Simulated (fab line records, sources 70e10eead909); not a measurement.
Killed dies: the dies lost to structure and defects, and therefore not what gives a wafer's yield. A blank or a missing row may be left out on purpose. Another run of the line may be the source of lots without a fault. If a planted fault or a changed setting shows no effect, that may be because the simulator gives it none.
Check for tools in common || flow nand harc || Sample size 14 lots and 42 wafers

== WHY THIS WAS OPENED ==
On 2 of the 14 lots, a flag is raised at NHARC_A_ONON_D2_THK_MEAS_21 on the reading thk nm. Fault-free wafers read 1001 nm, with a standard deviation of 9.5.
Rule: a lot gets a flag if all its wafers with a number sit over 4 standard deviations from that mean, or if no wafer of it has a number. As for the other lots, they are considered sound.

{"lot": "L651", "measured": "day 13 04:32", "on": "film metro-02", "thk nm (nm), wafer by wafer": "993 996 993", "flag": ""}
{"lot": "L652", "measured": "day 13 10:38", "on": "film metro-02", "thk nm (nm), wafer by wafer": "983 982 984", "flag": ""}
{"lot": "L655", "measured": "day 14 02:19", "on": "film metro-01", "thk nm (nm), wafer by wafer": "996 995 996", "flag": ""}
{"lot": "L654", "measured": "day 14 09:05", "on": "film metro-01", "thk nm (nm), wafer by wafer": "999 996 996", "flag": ""}
{"lot": "L656", "measured": "day 14 19:30", "on": "film metro-01", "thk nm (nm), wafer by wafer": "1008 1009 1008", "flag": ""}
{"lot": "L659", "measured": "day 15 19:21", "on": "film metro-02", "thk nm (nm), wafer by wafer": "984 985 985", "flag": ""}
{"lot": "L658", "measured": "day 16 00:01", "on": "film metro-02", "thk nm (nm), wafer by wafer": "1011 1011 1010", "flag": ""}
{"lot": "L663", "measured": "day 17 11:28", "on": "film metro-01", "thk nm (nm), wafer by wafer": "1002 1001 1001", "flag": ""}
{"lot": "L668", "measured": "day 20 04:16", "on": "film metro-02", "thk nm (nm), wafer by wafer": "1640 1640 1644", "flag": "FLAGGED"}
{"lot": "L670", "measured": "day 20 12:03", "on": "film metro-02", "thk nm (nm), wafer by wafer": "1635 1636 1636", "flag": "FLAGGED"}
{"lot": "L671", "measured": "day 21 07:10", "on": "film metro-02", "thk nm (nm), wafer by wafer": "1006 1005 1003", "flag": ""}
{"lot": "L672", "measured": "day 21 18:54", "on": "film metro-01", "thk nm (nm), wafer by wafer": "1004 1005 1006", "flag": ""}
{"lot": "L673", "measured": "day 21 18:55", "on": "film metro-02", "thk nm (nm), wafer by wafer": "1004 1003 1003", "flag": ""}
{"lot": "L674", "measured": "day 22 16:47", "on": "film metro-01", "thk nm (nm), wafer by wafer": "1006 1006 1008", "flag": ""}
The mean of the flagged lots' numbers is 1638 nm, +638 nm from the usual (+67 standard deviations).

== WHICH TOOL RAN EACH LOT ==
Before the reading, the record contains 2 process steps out of a 1302-step route. Read each cell as the tool, then ch plus the chambers that the sampled wafers visited, then the start.
{"lot": "L651", "flag": "", "NHARC_A_CHANNEL_FILL_D1_ETCHBACK_08": "rie diel-11 ch 0,2,3, day 13 04:01 or earlier", "NHARC_A_ONON_D2_DEP_19": "pecvd onon-01 ch 0, day 13 04:01"}
{"lot": "L652", "flag": "", "NHARC_A_CHANNEL_FILL_D1_ETCHBACK_08": "rie diel-11 ch 0,2, day 13 10:11 or earlier", "NHARC_A_ONON_D2_DEP_19": "pecvd onon-04 ch 0, day 13 10:11"}
{"lot": "L655", "flag": "", "NHARC_A_CHANNEL_FILL_D1_ETCHBACK_08": "rie diel-01 ch 0,2,3, day 14 01:49 or earlier", "NHARC_A_ONON_D2_DEP_19": "pecvd onon-03 ch 0, day 14 01:49"}
{"lot": "L654", "flag": "", "NHARC_A_CHANNEL_FILL_D1_ETCHBACK_08": "rie diel-01 ch 2,3, day 14 08:34 or earlier", "NHARC_A_ONON_D2_DEP_19": "pecvd onon-01 ch 0, day 14 08:34"}
{"lot": "L656", "flag": "", "NHARC_A_CHANNEL_FILL_D1_ETCHBACK_08": "rie diel-04 ch 0,1, day 14 18:59 or earlier", "NHARC_A_ONON_D2_DEP_19": "pecvd onon-04 ch 0, day 14 18:59"}
{"lot": "L659", "flag": "", "NHARC_A_CHANNEL_FILL_D1_ETCHBACK_08": "rie diel-04 ch 0,2,3, day 15 18:50 or earlier", "NHARC_A_ONON_D2_DEP_19": "pecvd onon-03 ch 0, day 15 18:50"}
{"lot": "L658", "flag": "", "NHARC_A_CHANNEL_FILL_D1_ETCHBACK_08": "rie diel-11 ch 0,2,3, day 15 23:29 or earlier", "NHARC_A_ONON_D2_DEP_19": "pecvd onon-04 ch 0, day 15 23:29"}
{"lot": "L663", "flag": "", "NHARC_A_CHANNEL_FILL_D1_ETCHBACK_08": "rie diel-01 ch 0,2, day 17 10:58 or earlier", "NHARC_A_ONON_D2_DEP_19": "pecvd onon-03 ch 0, day 17 10:58"}
{"lot": "L668", "flag": "FLAGGED", "NHARC_A_CHANNEL_FILL_D1_ETCHBACK_08": "rie diel-01 ch 0,1,3, day 20 03:45 or earlier", "NHARC_A_ONON_D2_DEP_19": "pecvd onon-04 ch 0, day 20 03:45"}
{"lot": "L670", "flag": "FLAGGED", "NHARC_A_CHANNEL_FILL_D1_ETCHBACK_08": "rie diel-11 ch 0,2,3, day 20 11:36 or earlier", "NHARC_A_ONON_D2_DEP_19": "pecvd onon-04 ch 0, day 20 11:36"}
{"lot": "L671", "flag": "", "NHARC_A_CHANNEL_FILL_D1_ETCHBACK_08": "rie diel-01 ch 2,3, day 21 06:46 or earlier", "NHARC_A_ONON_D2_DEP_19": "pecvd onon-03 ch 0, day 21 06:46"}
{"lot": "L672", "flag": "", "NHARC_A_CHANNEL_FILL_D1_ETCHBACK_08": "rie diel-01 ch 0,1,3, day 21 18:23 or earlier", "NHARC_A_ONON_D2_DEP_19": "pecvd onon-03 ch 0, day 21 18:23"}
{"lot": "L673", "flag": "", "NHARC_A_CHANNEL_FILL_D1_ETCHBACK_08": "rie diel-04 ch 0,1,2, day 21 18:34 or earlier", "NHARC_A_ONON_D2_DEP_19": "pecvd onon-01 ch 0, day 21 18:34"}
{"lot": "L674", "flag": "", "NHARC_A_CHANNEL_FILL_D1_ETCHBACK_08": "rie diel-11 ch 1,2,3, day 22 16:16 or earlier", "NHARC_A_ONON_D2_DEP_19": "pecvd onon-03 ch 0, day 22 16:16"}
These steps, and what they do:
- NHARC_A_CHANNEL_FILL_D1_ETCHBACK_08: etches the open film in C4F8, target depth 220 nm, time 110 s.
- NHARC_A_ONON_D2_DEP_19: target thk 1000 nm.
- NHARC_A_ONON_D2_THK_MEAS_21: measures by ellipsometry.

== FLAGGED OVER TOTAL, TOOL BY TOOL (the gauges that took the reading come last) ==
{"step": "NHARC_A_CHANNEL_FILL_D1_ETCHBACK_08", "tool": "rie diel-01", "lots run": 6, "flagged": 1, "share of the flagged lots": "some", "sound lots run after its first flagged lot": "2 (L671,L672)"}
{"step": "NHARC_A_CHANNEL_FILL_D1_ETCHBACK_08", "tool": "rie diel-04", "lots run": 3, "flagged": 0, "share of the flagged lots": "none", "sound lots run after its first flagged lot": "-"}
{"step": "NHARC_A_CHANNEL_FILL_D1_ETCHBACK_08", "tool": "rie diel-11", "lots run": 5, "flagged": 1, "share of the flagged lots": "some", "sound lots run after its first flagged lot": "1 (L674)"}
{"step": "NHARC_A_ONON_D2_DEP_19", "tool": "pecvd onon-01", "lots run": 3, "flagged": 0, "share of the flagged lots": "none", "sound lots run after its first flagged lot": "-"}
{"step": "NHARC_A_ONON_D2_DEP_19", "tool": "pecvd onon-03", "lots run": 6, "flagged": 0, "share of the flagged lots": "none", "sound lots run after its first flagged lot": "-"}
{"step": "NHARC_A_ONON_D2_DEP_19", "tool": "pecvd onon-04", "lots run": 5, "flagged": 2, "share of the flagged lots": "all", "sound lots run after its first flagged lot": 0}
{"step": "NHARC_A_ONON_D2_THK_MEAS_21", "tool": "film metro-01", "lots run": 6, "flagged": 0, "share of the flagged lots": "none", "sound lots run after its first flagged lot": "-"}
{"step": "NHARC_A_ONON_D2_THK_MEAS_21", "tool": "film metro-02", "lots run": 8, "flagged": 2, "share of the flagged lots": "all", "sound lots run after its first flagged lot": "2 (L671,L673)"}
NHARC_A_CHANNEL_FILL_D1_ETCHBACK_08 gives no start for some lots, so the hours and the order of its lots are those of NHARC_A_ONON_D2_DEP_19.

== THE TABLE: WHAT IT ALLOWS ==
Table rows that saw every flagged lot: 2, namely pecvd onon-04 at NHARC_A_ONON_D2_DEP_19 and film metro-02 at NHARC_A_ONON_D2_THK_MEAS_21.
- pecvd onon-04 at NHARC_A_ONON_D2_DEP_19: 2 of its 5 lots flagged. It ran its last sound lot, L658, at day 15 23:29 and its first flagged lot, L668, at day 20 03:45: a fault with its onset between the two fits.
- film metro-02 at NHARC_A_ONON_D2_THK_MEAS_21: 2 of its 8 lots flagged. After the first flagged lot (L671, L673), sound lots still ran on it; a lasting fault on the whole tool would not permit that.
What remains is a single tool, pecvd onon-04 at NHARC_A_ONON_D2_DEP_19.

== WHAT THE SIMULATOR HAD INSERTED ==
pecvd onon-04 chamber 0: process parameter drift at NHARC_A_ONON_D2_DEP_19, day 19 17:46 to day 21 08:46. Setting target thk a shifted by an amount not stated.
Lots struck among those shown: L668, L670. The same result came from the rule above.
